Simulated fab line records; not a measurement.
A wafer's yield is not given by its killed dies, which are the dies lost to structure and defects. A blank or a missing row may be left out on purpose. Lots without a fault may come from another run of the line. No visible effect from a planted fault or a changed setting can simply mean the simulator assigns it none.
Chamber matching || flow n5 finfet || N5_BEOL_M8_STRIP_67 on rie diel-03 has 4 sister chambers
The step strips in CF4. 22 wafers are shown with their chamber, then 11 later ones without.

== EACH WAFER AND ITS CHAMBER ==
{"wafer": "L074.2", "chamber": 2, "showerhead plenum p Torr (Torr)": 1.70, "throttle valve pct (%)": 13.55, "oes product au (a.u.)": 0.72}
{"wafer": "L074.3", "chamber": 0, "showerhead plenum p Torr (Torr)": 1.77, "throttle valve pct (%)": 13.02, "oes product au (a.u.)": 0.99}
{"wafer": "L074.6", "chamber": 1, "showerhead plenum p Torr (Torr)": 1.84, "throttle valve pct (%)": 13.63, "oes product au (a.u.)": 0.71}
{"wafer": "L078.1", "chamber": 1, "showerhead plenum p Torr (Torr)": 1.84, "throttle valve pct (%)": 13.62, "oes product au (a.u.)": 0.70}
{"wafer": "L078.2", "chamber": 0, "showerhead plenum p Torr (Torr)": 1.76, "throttle valve pct (%)": 13.07, "oes product au (a.u.)": 0.94}
{"wafer": "L078.5", "chamber": 2, "showerhead plenum p Torr (Torr)": 1.70, "throttle valve pct (%)": 13.59, "oes product au (a.u.)": 0.71}
{"wafer": "L082.3", "chamber": 0, "showerhead plenum p Torr (Torr)": 1.76, "throttle valve pct (%)": 13.07, "oes product au (a.u.)": 0.92}
{"wafer": "L082.4", "chamber": 3, "showerhead plenum p Torr (Torr)": 1.77, "throttle valve pct (%)": 13.38, "oes product au (a.u.)": 0.98}
{"wafer": "L082.5", "chamber": 1, "showerhead plenum p Torr (Torr)": 1.84, "throttle valve pct (%)": 13.64, "oes product au (a.u.)": 0.71}
{"wafer": "L086.1", "chamber": 0, "showerhead plenum p Torr (Torr)": 1.76, "throttle valve pct (%)": 13.08, "oes product au (a.u.)": 0.90}
{"wafer": "L086.3", "chamber": 2, "showerhead plenum p Torr (Torr)": 1.70, "throttle valve pct (%)": 13.63, "oes product au (a.u.)": 0.69}
{"wafer": "L086.5", "chamber": 0, "showerhead plenum p Torr (Torr)": 1.76, "throttle valve pct (%)": 13.08, "oes product au (a.u.)": 0.89}
{"wafer": "L084.2", "chamber": 1, "showerhead plenum p Torr (Torr)": 1.84, "throttle valve pct (%)": 13.68, "oes product au (a.u.)": 0.70}
{"wafer": "L084.5", "chamber": 3, "showerhead plenum p Torr (Torr)": 1.76, "throttle valve pct (%)": 13.40, "oes product au (a.u.)": 0.94}
{"wafer": "L084.6", "chamber": 0, "showerhead plenum p Torr (Torr)": 1.76, "throttle valve pct (%)": 13.09, "oes product au (a.u.)": 0.90}
{"wafer": "L091.1", "chamber": 2, "showerhead plenum p Torr (Torr)": 1.69, "throttle valve pct (%)": 13.67, "oes product au (a.u.)": 0.70}
{"wafer": "L091.4", "chamber": 0, "showerhead plenum p Torr (Torr)": 1.76, "throttle valve pct (%)": 13.11, "oes product au (a.u.)": 0.89}
{"wafer": "L091.5", "chamber": 0, "showerhead plenum p Torr (Torr)": 1.76, "throttle valve pct (%)": 13.12, "oes product au (a.u.)": 0.88}
{"wafer": "L090.3", "chamber": 1, "showerhead plenum p Torr (Torr)": 1.83, "throttle valve pct (%)": 13.69, "oes product au (a.u.)": 0.69}
{"wafer": "L090.5", "chamber": 0, "showerhead plenum p Torr (Torr)": 1.76, "throttle valve pct (%)": 13.08, "oes product au (a.u.)": 0.88}
{"wafer": "L090.6", "chamber": 1, "showerhead plenum p Torr (Torr)": 1.83, "throttle valve pct (%)": 13.69, "oes product au (a.u.)": 0.69}
{"wafer": "L092.1", "chamber": 3, "showerhead plenum p Torr (Torr)": 1.76, "throttle valve pct (%)": 13.43, "oes product au (a.u.)": 0.89}

SIGNATURES, as means of the wafers listed above
{"reading": "showerhead plenum p Torr", "chamber 0": 1.7611, "chamber 1": 1.8367, "chamber 2": 1.6975, "chamber 3": 1.7633, "scatter within a chamber": 0.0045}
{"reading": "throttle valve pct", "chamber 0": 13.0800, "chamber 1": 13.6583, "chamber 2": 13.6100, "chamber 3": 13.4033, "scatter within a chamber": 0.034}
{"reading": "oes product au", "chamber 0": 0.9100, "chamber 1": 0.7000, "chamber 2": 0.7050, "chamber 3": 0.9367, "scatter within a chamber": 0.029}
Rule: a wafer lies at a distance from a chamber equal to the root of the sum of squares, over the readings, of (its reading less the chamber's mean, divided by the reading's scatter). The wafer belongs to the nearest chamber; if the next one is less than 2 further off, it can't be placed. The scatter: the root of (the sum of the squares of (reading less its chamber's mean) over the shown wafers, divided by (wafers less chambers)).

== WAFERS WHOSE CHAMBER IS MISSING ==
{"wafer": "L092.2", "showerhead plenum p Torr (Torr)": 1.75, "throttle valve pct (%)": 13.13, "oes product au (a.u.)": 0.86}
{"wafer": "L092.3", "showerhead plenum p Torr (Torr)": 1.69, "throttle valve pct (%)": 13.68, "oes product au (a.u.)": 0.69}
{"wafer": "L092.4", "showerhead plenum p Torr (Torr)": 1.75, "throttle valve pct (%)": 13.13, "oes product au (a.u.)": 0.87}
{"wafer": "L092.5", "showerhead plenum p Torr (Torr)": 1.69, "throttle valve pct (%)": 13.68, "oes product au (a.u.)": 0.69}
{"wafer": "L092.6", "showerhead plenum p Torr (Torr)": 1.76, "throttle valve pct (%)": 13.46, "oes product au (a.u.)": 0.89}
{"wafer": "L096.1", "showerhead plenum p Torr (Torr)": 1.75, "throttle valve pct (%)": 13.49, "oes product au (a.u.)": 0.87}
{"wafer": "L096.5", "showerhead plenum p Torr (Torr)": 1.75, "throttle valve pct (%)": 13.16, "oes product au (a.u.)": 0.84}
{"wafer": "L096.6", "showerhead plenum p Torr (Torr)": 1.83, "throttle valve pct (%)": 13.17, "oes product au (a.u.)": 0.93}
{"wafer": "L097.1", "showerhead plenum p Torr (Torr)": 1.75, "throttle valve pct (%)": 13.48, "oes product au (a.u.)": 0.86}
{"wafer": "L097.3", "showerhead plenum p Torr (Torr)": 1.83, "throttle valve pct (%)": 13.17, "oes product au (a.u.)": 0.93}
{"wafer": "L097.5", "showerhead plenum p Torr (Torr)": 1.75, "throttle valve pct (%)": 13.48, "oes product au (a.u.)": 0.87}

== THE CHAMBER EACH PASSED THROUGH ==
{"wafer": "L092.2", "from the rows above": 0, "in truth": 0}
{"wafer": "L092.3", "from the rows above": 2, "in truth": 2}
{"wafer": "L092.4", "from the rows above": 0, "in truth": 0}
{"wafer": "L092.5", "from the rows above": 2, "in truth": 2}
{"wafer": "L092.6", "from the rows above": 3, "in truth": 3}
{"wafer": "L096.1", "from the rows above": 3, "in truth": 3}
{"wafer": "L096.5", "from the rows above": 0, "in truth": 0}
{"wafer": "L096.6", "from the rows above": "can't be placed: 0 or 3 or 1", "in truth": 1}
{"wafer": "L097.1", "from the rows above": 3, "in truth": 3}
{"wafer": "L097.3", "from the rows above": "can't be placed: 0 or 3 or 1", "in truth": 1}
{"wafer": "L097.5", "from the rows above": 3, "in truth": 3}
Correctly placed: 9 of 11. These rows do not allow placing 2 (true chamber among the candidates in 2). Placed wrongly: 0.
